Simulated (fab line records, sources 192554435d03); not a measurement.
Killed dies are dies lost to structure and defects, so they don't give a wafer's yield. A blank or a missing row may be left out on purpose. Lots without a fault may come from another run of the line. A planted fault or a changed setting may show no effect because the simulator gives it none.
One fault seen from 2 desks | flow n5_finfet | each desk has only its own numbers; what lay behind them comes last
Where a reading is given only as a bound, like >300, the bound stands for it, and a mean or a difference that rests on one is marked > or <: the true number lies beyond.

THE TOOL OWNER'S DESK: wet_bench-02
The tool's own readings at N5_BEOL_M15_STRIP_65 (strips in post etch residue remover, time 60 s): means of the sampled wafers that have a number, for each lot that ran on this tool. A lot is out of limits, marked OUT, if its mean lies more than 4 standard deviations from the usual mean; the brackets give that distance.
Columns: A = temp_c at N5_BEOL_M15_STRIP_65, usual 25.00 C
lot  | first seen here | A
L500 | day 12 17:52    | 24.99
L517 | day 18 06:23    | 24.96
This desk's finding: nothing out of limits on any of the 2 lots.

THE DEFECT DESK
What the inspections along the route counted, lot by lot: means of the sampled wafers that have a number. A lot is out of limits, marked OUT, if its mean lies more than 4 standard deviations from the usual mean; the brackets give that distance.
Columns: A = raw_defect_count at N5_BEOL_M15_INSPECT_30, usual 2.0
lot  | first seen here | A
L500 | day 12 18:52    | 1.7
L515 | day 17 18:22    | 1.7
L517 | day 18 07:37    | >102 (>+71) OUT
This desk's finding: out of limits on L517; first on L517, day 18 07:37 (raw_defect_count at N5_BEOL_M15_INSPECT_30). In limits: L500, L515.

PUT TOGETHER
The defect desk could have raised an alarm at day 18 07:37, on L517.
The tool owner's desk saw nothing out of limits.
The tool owner's desk has L517 on record, within its limits.
Of the lots named, all ran N5_BEOL_M15_STRIP_65 on wet_bench-02.

WHAT THE SIMULATOR HAD PUT IN
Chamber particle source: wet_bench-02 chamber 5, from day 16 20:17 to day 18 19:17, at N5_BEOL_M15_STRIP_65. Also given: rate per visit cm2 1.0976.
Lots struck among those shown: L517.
Hours from the fault's start to each desk's first reading out of limits: the defect desk, 35.
